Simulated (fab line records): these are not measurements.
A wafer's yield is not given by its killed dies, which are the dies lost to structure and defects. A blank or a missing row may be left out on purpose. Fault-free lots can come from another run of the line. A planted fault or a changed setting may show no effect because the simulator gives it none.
A sampling plan put to the test / flow n5Finfet / one fab line, 42 faults that these records tell of, each judged on the records of the lots that it struck; 1 more is left out, because the records don't allow judging it
The line's own looks make up the plan; these are the steps of the route where a gauge or inspection reads the wafer and leaves it unchanged. A look can be judged if struck wafers have a number there and the file gives its usual mean and standard deviation on fault-free wafers. Caught: a look later than the fault's first step finds the struck wafers' mean 4 or more of those standard deviations (sigma) from the usual mean. On the tool: the same test on the tool's own readings at the fault's steps. A different recipe on the struck wafers counts as caught too, as does a record blank only for those wafers.

## THE FAULTS, as the simulator had put them in
1. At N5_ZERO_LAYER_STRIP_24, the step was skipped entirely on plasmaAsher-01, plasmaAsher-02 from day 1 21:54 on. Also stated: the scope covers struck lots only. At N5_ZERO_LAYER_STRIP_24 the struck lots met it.
2. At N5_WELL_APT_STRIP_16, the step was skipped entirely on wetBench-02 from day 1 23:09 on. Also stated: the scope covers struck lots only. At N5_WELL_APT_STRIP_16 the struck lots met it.
3. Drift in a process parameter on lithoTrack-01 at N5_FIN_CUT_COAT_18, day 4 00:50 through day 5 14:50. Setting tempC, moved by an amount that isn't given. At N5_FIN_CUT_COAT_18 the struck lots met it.
4. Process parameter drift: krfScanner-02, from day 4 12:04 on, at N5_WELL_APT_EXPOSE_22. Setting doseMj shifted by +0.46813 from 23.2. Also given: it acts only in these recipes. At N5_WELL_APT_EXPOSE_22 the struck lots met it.
5. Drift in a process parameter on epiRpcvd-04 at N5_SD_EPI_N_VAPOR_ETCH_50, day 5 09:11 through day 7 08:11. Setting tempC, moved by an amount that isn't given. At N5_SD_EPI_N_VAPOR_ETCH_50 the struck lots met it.
6. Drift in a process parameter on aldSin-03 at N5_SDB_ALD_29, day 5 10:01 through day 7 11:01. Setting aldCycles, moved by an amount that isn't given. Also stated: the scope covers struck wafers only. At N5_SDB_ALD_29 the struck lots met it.
7. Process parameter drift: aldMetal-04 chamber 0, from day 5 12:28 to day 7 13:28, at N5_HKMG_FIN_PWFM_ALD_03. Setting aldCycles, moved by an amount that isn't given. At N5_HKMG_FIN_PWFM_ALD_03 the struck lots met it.
8. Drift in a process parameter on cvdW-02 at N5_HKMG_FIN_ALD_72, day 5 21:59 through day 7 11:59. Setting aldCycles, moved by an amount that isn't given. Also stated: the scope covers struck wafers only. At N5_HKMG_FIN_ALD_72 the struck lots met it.
9. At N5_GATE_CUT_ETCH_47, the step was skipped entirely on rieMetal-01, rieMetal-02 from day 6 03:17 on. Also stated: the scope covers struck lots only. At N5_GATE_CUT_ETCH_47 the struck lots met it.
10. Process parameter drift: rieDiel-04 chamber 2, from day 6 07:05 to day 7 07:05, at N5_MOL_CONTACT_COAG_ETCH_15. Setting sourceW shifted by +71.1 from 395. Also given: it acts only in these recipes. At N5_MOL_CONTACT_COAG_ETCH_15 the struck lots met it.
11. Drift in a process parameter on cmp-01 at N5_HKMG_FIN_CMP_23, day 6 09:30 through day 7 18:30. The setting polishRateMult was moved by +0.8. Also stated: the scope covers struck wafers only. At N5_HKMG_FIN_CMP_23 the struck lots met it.
12. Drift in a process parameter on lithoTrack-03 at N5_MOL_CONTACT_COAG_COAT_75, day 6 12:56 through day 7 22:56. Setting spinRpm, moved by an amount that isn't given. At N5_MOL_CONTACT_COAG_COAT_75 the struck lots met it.
13. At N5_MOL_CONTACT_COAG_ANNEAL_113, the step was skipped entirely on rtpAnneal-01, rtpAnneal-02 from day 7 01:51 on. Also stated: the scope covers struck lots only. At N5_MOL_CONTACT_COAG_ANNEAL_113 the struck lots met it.
14. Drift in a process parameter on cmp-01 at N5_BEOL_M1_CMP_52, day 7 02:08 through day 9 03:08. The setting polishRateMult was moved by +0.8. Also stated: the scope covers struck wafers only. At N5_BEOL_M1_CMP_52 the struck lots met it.
15. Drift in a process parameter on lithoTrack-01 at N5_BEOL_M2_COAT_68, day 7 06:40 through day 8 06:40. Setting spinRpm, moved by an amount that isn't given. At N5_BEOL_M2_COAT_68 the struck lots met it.
16. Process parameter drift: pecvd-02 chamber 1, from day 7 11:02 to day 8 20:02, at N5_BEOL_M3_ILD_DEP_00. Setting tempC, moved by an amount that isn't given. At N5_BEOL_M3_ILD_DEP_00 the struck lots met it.
17. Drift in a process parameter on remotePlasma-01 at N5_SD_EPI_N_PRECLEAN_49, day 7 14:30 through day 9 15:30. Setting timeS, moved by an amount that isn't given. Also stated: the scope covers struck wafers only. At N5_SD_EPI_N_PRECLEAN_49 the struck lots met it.
18. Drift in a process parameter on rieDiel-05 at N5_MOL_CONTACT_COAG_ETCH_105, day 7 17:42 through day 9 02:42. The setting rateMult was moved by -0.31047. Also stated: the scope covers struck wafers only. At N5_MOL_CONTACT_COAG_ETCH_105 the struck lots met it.
19. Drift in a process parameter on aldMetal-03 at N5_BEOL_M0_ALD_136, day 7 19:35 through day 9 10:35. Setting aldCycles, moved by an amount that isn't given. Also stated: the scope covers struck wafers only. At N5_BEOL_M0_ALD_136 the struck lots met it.
20. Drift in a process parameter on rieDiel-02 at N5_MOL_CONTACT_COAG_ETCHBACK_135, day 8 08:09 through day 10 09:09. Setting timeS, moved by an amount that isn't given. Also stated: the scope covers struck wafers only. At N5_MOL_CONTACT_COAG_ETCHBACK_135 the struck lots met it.
21. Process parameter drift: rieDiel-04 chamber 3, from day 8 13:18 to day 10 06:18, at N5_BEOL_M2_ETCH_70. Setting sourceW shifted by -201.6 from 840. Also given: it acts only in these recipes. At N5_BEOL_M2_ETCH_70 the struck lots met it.
22. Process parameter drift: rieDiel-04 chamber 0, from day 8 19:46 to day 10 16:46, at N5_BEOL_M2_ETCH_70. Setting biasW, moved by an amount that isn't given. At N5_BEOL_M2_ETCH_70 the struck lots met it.
23. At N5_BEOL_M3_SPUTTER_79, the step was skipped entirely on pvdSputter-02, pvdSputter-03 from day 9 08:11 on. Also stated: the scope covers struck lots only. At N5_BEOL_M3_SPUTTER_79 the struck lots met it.
24. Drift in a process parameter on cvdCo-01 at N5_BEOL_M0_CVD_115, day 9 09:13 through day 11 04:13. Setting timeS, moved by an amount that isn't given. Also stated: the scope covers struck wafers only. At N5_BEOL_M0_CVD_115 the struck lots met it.
25. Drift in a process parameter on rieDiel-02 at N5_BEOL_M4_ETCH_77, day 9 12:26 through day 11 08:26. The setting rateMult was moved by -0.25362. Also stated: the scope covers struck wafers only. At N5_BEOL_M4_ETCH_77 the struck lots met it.
26. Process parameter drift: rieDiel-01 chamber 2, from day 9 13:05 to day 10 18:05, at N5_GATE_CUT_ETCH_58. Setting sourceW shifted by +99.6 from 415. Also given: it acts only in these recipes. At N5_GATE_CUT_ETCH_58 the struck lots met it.
27. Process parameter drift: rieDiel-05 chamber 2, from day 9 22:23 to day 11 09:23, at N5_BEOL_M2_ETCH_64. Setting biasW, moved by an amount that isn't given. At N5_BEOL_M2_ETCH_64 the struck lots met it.
28. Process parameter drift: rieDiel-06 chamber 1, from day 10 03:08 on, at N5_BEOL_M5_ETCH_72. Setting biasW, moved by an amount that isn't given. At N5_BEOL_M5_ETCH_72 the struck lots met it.
29. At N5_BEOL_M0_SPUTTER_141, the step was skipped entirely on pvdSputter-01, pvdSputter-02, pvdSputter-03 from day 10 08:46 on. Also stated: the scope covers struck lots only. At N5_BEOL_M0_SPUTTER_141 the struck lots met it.
30. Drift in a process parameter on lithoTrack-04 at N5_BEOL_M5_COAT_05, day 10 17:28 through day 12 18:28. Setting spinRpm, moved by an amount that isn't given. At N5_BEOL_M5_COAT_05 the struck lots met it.
31. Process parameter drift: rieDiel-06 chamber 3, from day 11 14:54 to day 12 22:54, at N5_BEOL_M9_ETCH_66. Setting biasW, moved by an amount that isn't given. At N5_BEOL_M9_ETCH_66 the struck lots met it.
32. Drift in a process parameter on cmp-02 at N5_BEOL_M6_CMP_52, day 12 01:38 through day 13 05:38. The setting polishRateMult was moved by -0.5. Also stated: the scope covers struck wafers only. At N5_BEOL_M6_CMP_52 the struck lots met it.
33. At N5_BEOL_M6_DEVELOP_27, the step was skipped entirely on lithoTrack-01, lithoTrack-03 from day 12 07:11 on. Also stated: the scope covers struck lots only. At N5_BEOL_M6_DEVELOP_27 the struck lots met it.
34. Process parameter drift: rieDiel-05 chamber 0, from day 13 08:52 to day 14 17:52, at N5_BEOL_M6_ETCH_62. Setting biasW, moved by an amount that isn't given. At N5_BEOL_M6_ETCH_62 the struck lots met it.
35. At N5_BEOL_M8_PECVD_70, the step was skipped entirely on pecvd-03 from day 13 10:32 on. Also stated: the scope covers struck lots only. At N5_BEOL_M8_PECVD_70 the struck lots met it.
36. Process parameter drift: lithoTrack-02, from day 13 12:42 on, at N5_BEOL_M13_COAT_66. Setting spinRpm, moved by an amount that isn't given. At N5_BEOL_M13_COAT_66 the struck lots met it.
37. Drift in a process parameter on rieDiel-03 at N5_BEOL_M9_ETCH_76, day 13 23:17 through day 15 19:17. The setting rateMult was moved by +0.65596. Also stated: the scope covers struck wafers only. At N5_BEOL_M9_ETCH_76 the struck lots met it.
38. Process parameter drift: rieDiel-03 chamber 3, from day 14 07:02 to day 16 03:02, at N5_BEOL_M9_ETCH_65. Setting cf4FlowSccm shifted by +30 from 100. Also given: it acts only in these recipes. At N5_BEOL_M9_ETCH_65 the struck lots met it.
39. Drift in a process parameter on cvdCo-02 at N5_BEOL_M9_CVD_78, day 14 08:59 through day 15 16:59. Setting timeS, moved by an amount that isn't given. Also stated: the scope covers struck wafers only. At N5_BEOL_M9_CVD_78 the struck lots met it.
40. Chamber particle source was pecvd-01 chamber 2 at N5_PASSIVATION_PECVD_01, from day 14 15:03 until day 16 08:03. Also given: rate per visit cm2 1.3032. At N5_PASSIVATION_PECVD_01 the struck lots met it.
41. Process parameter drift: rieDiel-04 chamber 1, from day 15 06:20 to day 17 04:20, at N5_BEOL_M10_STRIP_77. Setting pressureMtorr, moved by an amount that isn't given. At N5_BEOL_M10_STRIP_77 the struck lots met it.
42. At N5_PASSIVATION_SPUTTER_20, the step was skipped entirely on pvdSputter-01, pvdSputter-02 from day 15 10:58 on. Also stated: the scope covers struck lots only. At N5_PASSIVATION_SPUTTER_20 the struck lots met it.

## WHAT THE PLAN SAW
fault=1; on the tool itself=the tool's record is blank for the struck wafers; first look that catches it=not the one look that can be judged after it; reading, sigma=-; median hours from its first step to that look=-; hours from the fault's start to the first struck lot there=-; judged looks passed uncaught=1
fault=2; on the tool itself=the tool's record is blank for the struck wafers; first look that catches it=N5_BEOL_M4_RC_MEAS_101; reading, sigma=IOFF_N +99 or beyond; median hours from its first step to that look=145.4; hours from the fault's start to the first struck lot there=143; judged looks passed uncaught=0
fault=3; on the tool itself=heaterPowerTotalW +99 or beyond sigma; first look that catches it=not the one look that can be judged after it; reading, sigma=-; median hours from its first step to that look=-; hours from the fault's start to the first struck lot there=-; judged looks passed uncaught=1
fault=4; on the tool itself=exposureDoseMJCm2 +18 sigma; first look that catches it=not the one look that can be judged after it; reading, sigma=-; median hours from its first step to that look=-; hours from the fault's start to the first struck lot there=-; judged looks passed uncaught=1
fault=5; on the tool itself=susceptorTempC +17 sigma; first look that catches it=none of the 2 looks that can be judged after it; reading, sigma=strongest: REXT_N at N5_BEOL_M4_RC_MEAS_101, -2.8; median hours from its first step to that look=-; hours from the fault's start to the first struck lot there=-; judged looks passed uncaught=2
fault=6; on the tool itself=under 2 sigma; first look that catches it=none of the 3 looks that can be judged after it; reading, sigma=-; median hours from its first step to that look=-; hours from the fault's start to the first struck lot there=-; judged looks passed uncaught=3
fault=7; on the tool itself=under 2 sigma; first look that catches it=not the one look that can be judged after it; reading, sigma=strongest: IOFF_N at N5_BEOL_M4_RC_MEAS_101, +2.0; median hours from its first step to that look=-; hours from the fault's start to the first struck lot there=-; judged looks passed uncaught=1
fault=8; on the tool itself=under 2 sigma; first look that catches it=not the one look that can be judged after it; reading, sigma=-; median hours from its first step to that look=-; hours from the fault's start to the first struck lot there=-; judged looks passed uncaught=1
fault=9; on the tool itself=the tool's record is blank for the struck wafers; first look that catches it=N5_GATE_CUT_THK_MEAS_24; reading, sigma=GC_FILL_THK +5.0; median hours from its first step to that look=2.2; hours from the fault's start to the first struck lot there=8; judged looks passed uncaught=0
fault=10; on the tool itself=rfFwdPowerW +50 sigma; first look that catches it=not the one look that can be judged after it; reading, sigma=-; median hours from its first step to that look=-; hours from the fault's start to the first struck lot there=-; judged looks passed uncaught=1
fault=11; on the tool itself=under 2 sigma; first look that catches it=not the one look that can be judged after it; reading, sigma=-; median hours from its first step to that look=-; hours from the fault's start to the first struck lot there=-; judged looks passed uncaught=1
fault=12; on the tool itself=spinSpeedRpm +43 sigma; first look that catches it=not the one look that can be judged after it; reading, sigma=-; median hours from its first step to that look=-; hours from the fault's start to the first struck lot there=-; judged looks passed uncaught=1
fault=13; on the tool itself=the tool's record is blank for the struck wafers; first look that catches it=not the one look that can be judged after it; reading, sigma=-; median hours from its first step to that look=-; hours from the fault's start to the first struck lot there=-; judged looks passed uncaught=1
fault=14; on the tool itself=barrierFieldEndpointS -18 sigma; first look that catches it=not the one look that can be judged after it; reading, sigma=-; median hours from its first step to that look=-; hours from the fault's start to the first struck lot there=-; judged looks passed uncaught=1
fault=15; on the tool itself=spinSpeedRpm -44 sigma; first look that catches it=not the one look that can be judged after it; reading, sigma=-; median hours from its first step to that look=-; hours from the fault's start to the first struck lot there=-; judged looks passed uncaught=1
fault=16; on the tool itself=susceptorTempC +28 sigma; first look that catches it=not the one look that can be judged after it; reading, sigma=-; median hours from its first step to that look=-; hours from the fault's start to the first struck lot there=-; judged looks passed uncaught=1
fault=17; on the tool itself=no reading that can be judged; first look that catches it=none of the 2 looks that can be judged after it; reading, sigma=-; median hours from its first step to that look=-; hours from the fault's start to the first struck lot there=-; judged looks passed uncaught=2
fault=18; on the tool itself=etchRfOnTimeS +22 sigma; first look that catches it=not the one look that can be judged after it; reading, sigma=-; median hours from its first step to that look=-; hours from the fault's start to the first struck lot there=-; judged looks passed uncaught=1
fault=19; on the tool itself=under 2 sigma; first look that catches it=not the one look that can be judged after it; reading, sigma=-; median hours from its first step to that look=-; hours from the fault's start to the first struck lot there=-; judged looks passed uncaught=1
fault=20; on the tool itself=runLengthS -4.0 sigma; first look that catches it=none of the 2 looks that can be judged after it; reading, sigma=-; median hours from its first step to that look=-; hours from the fault's start to the first struck lot there=-; judged looks passed uncaught=2
fault=21; on the tool itself=rfFwdPowerW -71 sigma; first look that catches it=not the one look that can be judged after it; reading, sigma=-; median hours from its first step to that look=-; hours from the fault's start to the first struck lot there=-; judged looks passed uncaught=1
fault=22; on the tool itself=biasW +99 or beyond sigma; first look that catches it=none of the 2 looks that can be judged after it; reading, sigma=-; median hours from its first step to that look=-; hours from the fault's start to the first struck lot there=-; judged looks passed uncaught=2
fault=23; on the tool itself=the tool's record is blank for the struck wafers; first look that catches it=not the one look that can be judged after it; reading, sigma=-; median hours from its first step to that look=-; hours from the fault's start to the first struck lot there=-; judged looks passed uncaught=1
fault=24; on the tool itself=runLengthS -94 sigma; first look that catches it=not the one look that can be judged after it; reading, sigma=-; median hours from its first step to that look=-; hours from the fault's start to the first struck lot there=-; judged looks passed uncaught=1
fault=25; on the tool itself=etchRfOnTimeS +20 sigma; first look that catches it=not the one look that can be judged after it; reading, sigma=-; median hours from its first step to that look=-; hours from the fault's start to the first struck lot there=-; judged looks passed uncaught=1
fault=26; on the tool itself=rfFwdPowerW +69 sigma; first look that catches it=not the one look that can be judged after it; reading, sigma=-; median hours from its first step to that look=-; hours from the fault's start to the first struck lot there=-; judged looks passed uncaught=1
fault=27; on the tool itself=biasW -15 sigma; first look that catches it=not the one look that can be judged after it; reading, sigma=strongest: ION_P at N5_BEOL_M4_RC_MEAS_101, -2.2; median hours from its first step to that look=-; hours from the fault's start to the first struck lot there=-; judged looks passed uncaught=1
fault=28; on the tool itself=biasW -11 sigma; first look that catches it=no look after it can be judged; reading, sigma=-; median hours from its first step to that look=-; hours from the fault's start to the first struck lot there=-; judged looks passed uncaught=0
fault=29; on the tool itself=the tool's record is blank for the struck wafers; first look that catches it=none of the 2 looks that can be judged after it; reading, sigma=-; median hours from its first step to that look=-; hours from the fault's start to the first struck lot there=-; judged looks passed uncaught=2
fault=30; on the tool itself=spinSpeedRpm -99 or beyond sigma; first look that catches it=not the one look that can be judged after it; reading, sigma=-; median hours from its first step to that look=-; hours from the fault's start to the first struck lot there=-; judged looks passed uncaught=1
fault=31; on the tool itself=biasW -72 sigma; first look that catches it=no look after it can be judged; reading, sigma=-; median hours from its first step to that look=-; hours from the fault's start to the first struck lot there=-; judged looks passed uncaught=0
fault=32; on the tool itself=overpolishRunS -99 or beyond sigma; first look that catches it=N5_BEOL_M6_THK_MEAS_53; reading, sigma=M6_THK +60; median hours from its first step to that look=0.3; hours from the fault's start to the first struck lot there=7; judged looks passed uncaught=0
fault=33; on the tool itself=the tool's record is blank for the struck wafers; first look that catches it=no look after it can be judged; reading, sigma=-; median hours from its first step to that look=-; hours from the fault's start to the first struck lot there=-; judged looks passed uncaught=0
fault=34; on the tool itself=biasW -81 sigma; first look that catches it=no look after it can be judged; reading, sigma=-; median hours from its first step to that look=-; hours from the fault's start to the first struck lot there=-; judged looks passed uncaught=0
fault=35; on the tool itself=the tool's record is blank for the struck wafers; first look that catches it=no look after it can be judged; reading, sigma=-; median hours from its first step to that look=-; hours from the fault's start to the first struck lot there=-; judged looks passed uncaught=0
fault=36; on the tool itself=spinSpeedRpm +93 sigma; first look that catches it=no look after it can be judged; reading, sigma=-; median hours from its first step to that look=-; hours from the fault's start to the first struck lot there=-; judged looks passed uncaught=0
fault=37; on the tool itself=etchRfOnTimeS -17 sigma; first look that catches it=no look after it can be judged; reading, sigma=-; median hours from its first step to that look=-; hours from the fault's start to the first struck lot there=-; judged looks passed uncaught=0
fault=38; on the tool itself=cf4FlowSccm +99 or beyond sigma; first look that catches it=no look after it can be judged; reading, sigma=-; median hours from its first step to that look=-; hours from the fault's start to the first struck lot there=-; judged looks passed uncaught=0
fault=39; on the tool itself=runLengthS +99 or beyond sigma; first look that catches it=no look after it can be judged; reading, sigma=-; median hours from its first step to that look=-; hours from the fault's start to the first struck lot there=-; judged looks passed uncaught=0
fault=40; on the tool itself=under 2 sigma; first look that catches it=no look after it can be judged; reading, sigma=-; median hours from its first step to that look=-; hours from the fault's start to the first struck lot there=-; judged looks passed uncaught=0
fault=41; on the tool itself=chamberPressureMTorr +99 or beyond sigma; first look that catches it=no look after it can be judged; reading, sigma=-; median hours from its first step to that look=-; hours from the fault's start to the first struck lot there=-; judged looks passed uncaught=0
fault=42; on the tool itself=the tool's record is blank for the struck wafers; first look that catches it=no look after it can be judged; reading, sigma=-; median hours from its first step to that look=-; hours from the fault's start to the first struck lot there=-; judged looks passed uncaught=0
A dash: this means the fault isn't caught or the number doesn't appear in these records.

Caught at a look: 3 of 42. Caught on the tool: 35 of 42. By one or the other: 35 of 42.
Faults 1, 3, 4, 5, 10, 12, 13, 14, 15, 16, 18, 20, 21, 22, 23, 24, 25, 26, 27, 28, 29, 30, 31, 33, 34, 35, 36, 37, 38, 39, 41, 42 were caught on the tool alone.
Caught by neither: faults 6, 7, 8, 11, 17, 19, 40.

## THINNER SAMPLING
In the worst case, this is how late the first struck lot would be measured if the look that catches a fault measured only every second or every third lot, by lot number:
fault=2; struck lots at that look, in order of time=L914, L915; every lot=143 h; every second lot=160 h; every third lot=may miss all 2
fault=9; struck lots at that look, in order of time=L832, L831, L833; every lot=8 h; every second lot=10 h; every third lot=17 h
fault=32; struck lots at that look, in order of time=L757, L758, L759; every lot=7 h; every second lot=12 h; every third lot=14 h
Hours count from the start of the fault until the first struck lot that is measured. Since the struck wafers were tested as one group against 4 sigma, a single lot by itself may lie under the limit. Other struck lots may not be in these records.

## THE LONGEST TIMED WAY FROM STEP TO LOOK
Fault 2: median gap of 145.4 hours between N5_WELL_APT_STRIP_16 and N5_BEOL_M4_RC_MEAS_101. No look between them can be judged.
